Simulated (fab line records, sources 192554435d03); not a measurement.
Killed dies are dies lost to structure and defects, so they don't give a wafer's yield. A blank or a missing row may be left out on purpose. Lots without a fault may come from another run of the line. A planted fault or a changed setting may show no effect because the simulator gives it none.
Chamber matching | flow n5_finfet | N5_BEOL_M0_SAQP_PECVD_97 on pecvd-03: 3 sister chambers
The step deposits SiNx from SiH4/NH3/N2, target thk 23 nm, time 19.9 s. 6 wafers are shown with their chamber, then 8 later ones without.

WAFERS WITH THEIR CHAMBER
wafer  | chamber | showerhead_plenum_p_Torr (Torr) | throttle_valve_pct (%)
L079.6 | 1       | 5.22                            | 37.7
L089.6 | 1       | 5.23                            | 37.4
L090.6 | 0       | 5.27                            | 43.6
L092.1 | 0       | 5.26                            | 43.5
L092.6 | 2       | 5.07                            | 38.9
L093.1 | 2       | 5.08                            | 39.0

WAFERS WITHOUT THEIR CHAMBER
wafer  | showerhead_plenum_p_Torr (Torr) | throttle_valve_pct (%)
L093.4 | 5.26                            | 43.5
L093.5 | 5.09                            | 38.6
L094.1 | 5.27                            | 43.6
L094.5 | 5.22                            | 37.6
L094.6 | 5.26                            | 43.7
L096.2 | 5.09                            | 38.7
L096.3 | 5.21                            | 37.5
L096.5 | 5.27                            | 44.0

WHICH CHAMBER EACH WENT THROUGH
wafer  | from the rows above | in truth
L093.4 | 0                   | 0
L093.5 | 2                   | 2
L094.1 | 0                   | 0
L094.5 | 1                   | 1
L094.6 | 0                   | 0
L096.2 | 2                   | 2
L096.3 | 1                   | 1
L096.5 | 0                   | 0
Placed correctly: 8 of 8. Can't be placed from these rows: 0. Placed wrongly: 0.
How it was worked out, from the rows above alone: a wafer's distance from a chamber is the root of the sum, over the readings, of the square of ((its reading less the chamber's mean) divided by the reading's scatter). The wafer belongs to the nearest chamber; if the next one is less than 2 further off, it can't be placed. A chamber's mean is the mean of its shown wafers. The scatter: the root of (the sum of the squares of (reading less its chamber's mean) over the shown wafers, divided by (wafers less chambers)).
